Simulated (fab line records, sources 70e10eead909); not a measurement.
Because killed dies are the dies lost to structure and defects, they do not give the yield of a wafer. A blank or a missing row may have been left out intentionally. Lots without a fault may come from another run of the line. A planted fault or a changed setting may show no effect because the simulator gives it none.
A struck lot beside a sound one || flow nand_harc || 25 out of 1159 route steps
Sound: these wafers, L285.2, L285.3, L285.5. Struck: wafer L292.3 (L292.1, L292.5, from the same lot, were not struck and are left out); the cause is given at the end.
Order at every step that has rows: each side's tool, ch and its chambers, its first start. Under that, the readings that differ: sound wafers || struck wafers || difference of the means || sigmas: that difference in standard deviations of wafers without a fault.
alike: a reading whose means differ by less than 2 such deviations, as well as words and numbers matching on both sides. not compared: withheld readings; readings where some wafer has no value; bounds like >300 that might hide an equal value; numbers whose values overlap and for which the record gives no deviation.
Wherever a step has rows on one side only, a row that says differs or no value, or a row with sigmas, the two part there. Numbers that don't overlap but have no deviation are shown without sigmas and don't part them. A reading that every wafer of one side lacks parts them only if that side has two wafers or more.

first, 1 step without rows for these wafers: NHARC_P_M0_SRD_25.
NHARC_P_M0_INSPECT_27:
  sound on defect_inspect-01 at day 7 00:43; struck on defect_inspect-01 at day 8 17:27
  alike: raw_defect_count
NHARC_P_M0_PRE_CLEAN_31: time 12 s.
  sound on pecvd-01 ch 1,2, day 7 00:47; struck on pecvd-04 ch 0, day 8 17:32
  alike: heater_power_outer_w, heater_power_w
NHARC_P_M0_DEP_32: deposits SiCN, target thk 30 nm.
  sound on pecvd-01 ch 1,2, day 7 00:52; struck on pecvd-04 ch 0, day 8 17:37
  alike: heater_power_outer_w, heater_power_w
then, 7 steps without rows for these wafers: NHARC_P_M1_DEP_00 (deposits SiOC, target thk 182.5 nm); NHARC_P_M1_DEHYDRATE_01 (time 120 s); NHARC_P_M1_HMDS_02 (time 30 s); NHARC_P_M1_COAT_34 (time 65 s); NHARC_P_M1_COAT_03 (resist thk 90 nm); NHARC_P_M1_SOFTBAKE_04 (time 55 s); NHARC_P_M1_EBR_05.
NHARC_P_M1_EXPOSE_06: exposes mask P M1, target cd 130 nm.
  sound on arfi_scanner-02 ch 0, day 7 02:00; struck on arfi_scanner-01 ch 0, day 8 18:42
  alike: mask
then, 2 steps without rows for these wafers: NHARC_P_M1_PEB_07 (peb time 65 s); NHARC_P_M1_DEVELOP_08 (develop time 35 s).
NHARC_P_M1_CD_MEAS_09 targets a cd of 130 nm.
  sound on cd_sem-02 ch 0, day 7 02:08; struck on cd_sem-02 ch 0, day 8 18:50
{"reading": "cd_nm (nm)", "sound": "130.6 129.5 130.1", "struck": 138.4, "difference": "+8.3", "sigmas": "+13"}
NHARC_P_M1_OVL_MEAS_10: pitch 260 nm.
  sound on overlay-02 at day 7 02:14; struck on overlay-02 at day 8 18:56
  alike: overlay_x_nm, overlay_y_nm
NHARC_P_M1_INSPECT_11:
  sound on defect_inspect-02 at day 7 02:17; struck on defect_inspect-01 at day 8 18:58
  alike: raw_defect_count
NHARC_P_M1_DESCUM_14: chemistry O2, time 3 s.
  sound on rie_diel-12 ch 1,2,3, day 7 02:20; struck on rie_diel-03 ch 0, day 8 19:03
{"reading": "model.P_M1.cd_nm (nm)", "sound": "130.9 129 130.1", "struck": 139.4, "difference": "+9.4", "sigmas": ""}
  alike: drypump_motor_current_A, oes_product_au, rf_vpp_V, showerhead_plenum_p_Torr, throttle_valve_pct
  not compared: rf_hours_counter_h
NHARC_P_M1_ETCH_35: etches the open film in N2/H2, target depth 40 nm, overetch 12 nm, time 43.94 s.
  sound on rie_diel-12 ch 0,1,3, day 7 02:26; struck on rie_diel-03 ch 3, day 8 19:07
  alike: drypump_motor_current_A, oes_product_au, rf_vpp_V, showerhead_plenum_p_Torr, throttle_valve_pct
  not compared: rf_hours_counter_h
NHARC_P_M1_ETCH_15: etches the open film in C4F8/Ar, target depth 182.5 nm, time 91.2 s.
  sound on rie_diel-12 ch 0,1; struck on rie_diel-03 ch 2
  alike: oes_product_au, rf_vpp_V
  not compared: rf_hours_counter_h
NHARC_P_M1_CD_MEAS_16:
  sound on cd_sem-02 at day 7 02:38; struck on cd_sem-02 at day 8 19:20
{"reading": "cd_nm (nm)", "sound": "131.1 128.8 130.9", "struck": 139.2, "difference": "+8.9", "sigmas": "+10"}
NHARC_P_M1_STRIP_18: strips in N2/H2.
  sound on rie_diel-03 ch 1,2, day 7 02:43; struck on rie_diel-01 ch 1, day 8 19:25
  alike: drypump_motor_current_A, oes_product_au, rf_vpp_V, showerhead_plenum_p_Torr, throttle_valve_pct
  not compared: rf_hours_counter_h
NHARC_P_M1_ETCH_28: etches the open film in CF4/N2, target depth 30 nm, time 72.99 s.
  sound on rie_diel-03 ch 1,2; struck on rie_diel-01 ch 2
{"reading": "model.P_M1.cd_nm (nm)", "sound": "130.2 129 130.1", "struck": 139.2, "difference": "+9.4", "sigmas": ""}
  alike: drypump_motor_current_A, oes_product_au, rf_vpp_V, showerhead_plenum_p_Torr, throttle_valve_pct
  not compared: rf_hours_counter_h
then, 1 step without rows for these wafers: NHARC_P_M1_STRIP_19 (strips in post etch residue remover, time 600 s).
-- break in the record here, with 13 days between the starts of the struck wafers on either side (left off in module P_M1, picked up again in module END, where the first step shown is number 1159 on the route) --
NHARC_END_SORT_01:
  the record has rows for the struck wafers here (prober-02 ch 0, day 22 05:08) and none for the sound ones

WHERE THEY PART
First at NHARC_P_M1_CD_MEAS_09; last, within this record, at NHARC_END_SORT_01.

WHY: the cause the simulator had injected
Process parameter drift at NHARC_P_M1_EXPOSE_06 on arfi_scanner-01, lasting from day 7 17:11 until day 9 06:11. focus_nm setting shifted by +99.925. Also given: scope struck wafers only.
